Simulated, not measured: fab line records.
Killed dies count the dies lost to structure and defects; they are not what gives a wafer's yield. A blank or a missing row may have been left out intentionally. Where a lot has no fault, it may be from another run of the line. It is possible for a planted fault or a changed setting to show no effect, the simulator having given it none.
Chamber matching ; flow nand harc ; rie diel-08 running NHARC_A_BONDPAD_DESCUM_11: 4 sister chambers
The step chemistry O2, time 3 s. 14 wafers are shown with their chamber, then 7 later ones without.

## WAFERS PAIRED WITH THEIR CHAMBERS
wafer;chamber;drypump motor current A (A);showerhead plenum p Torr (Torr);oes product au (a.u.)
L349.1;1;5.1;1.87;1.003
L349.2;2;6.7;1.93;1.006
L349.5;0;5.7;2.03;0.997
L348.2;3;5.5;1.97;0.977
L348.4;2;6.7;1.93;0.998
L348.5;1;5.1;1.87;0.995
L353.2;3;5.5;1.96;0.980
L353.4;2;6.7;1.93;0.997
L353.6;1;5.1;1.87;1.012
L356.2;0;5.8;2.03;0.987
L356.3;3;5.5;1.96;0.985
L356.5;0;5.8;2.03;0.980
L359.2;2;6.7;1.93;1.000
L359.3;1;5.1;1.87;0.998

SIGNATURES (averages over the wafers above)
reading;chamber 0;chamber 1;chamber 2;chamber 3;scatter within a chamber
drypump motor current A;5.767;5.100;6.700;5.500;0.0258
showerhead plenum p Torr;2.0300;1.8700;1.9300;1.9633;0.00258
oes product au;0.98800;1.00200;1.00025;0.98067;0.00627
Rule: for a wafer and a chamber, the distance is found by dividing, reading by reading, the gap between the wafer's reading and the chamber's mean by the reading's scatter, squaring, summing and taking the root. The wafer belongs to the nearest chamber; if the next one is less than 2 further off, it can't be placed. The scatter: the root of (the sum of the squares of (reading less its chamber's mean) over the shown wafers, divided by (wafers less chambers)).

## WAFERS WITH NO CHAMBER GIVEN
wafer;drypump motor current A (A);showerhead plenum p Torr (Torr);oes product au (a.u.)
L359.6;5.5;1.96;0.976
L360.1;5.8;2.03;0.979
L360.4;5.1;1.87;1.002
L360.5;5.6;1.96;0.967
L364.3;5.1;1.87;1.001
L364.5;5.1;1.87;1.000
L364.6;5.7;2.03;0.998

## CHAMBER TAKEN BY EACH
wafer;from the rows above;in truth
L359.6;3;3
L360.1;0;0
L360.4;1;1
L360.5;3;3
L364.3;1;1
L364.5;1;1
L364.6;0;0
7 of 7 placed correctly. Left unplaced by these rows: 0. 0 placed wrongly.
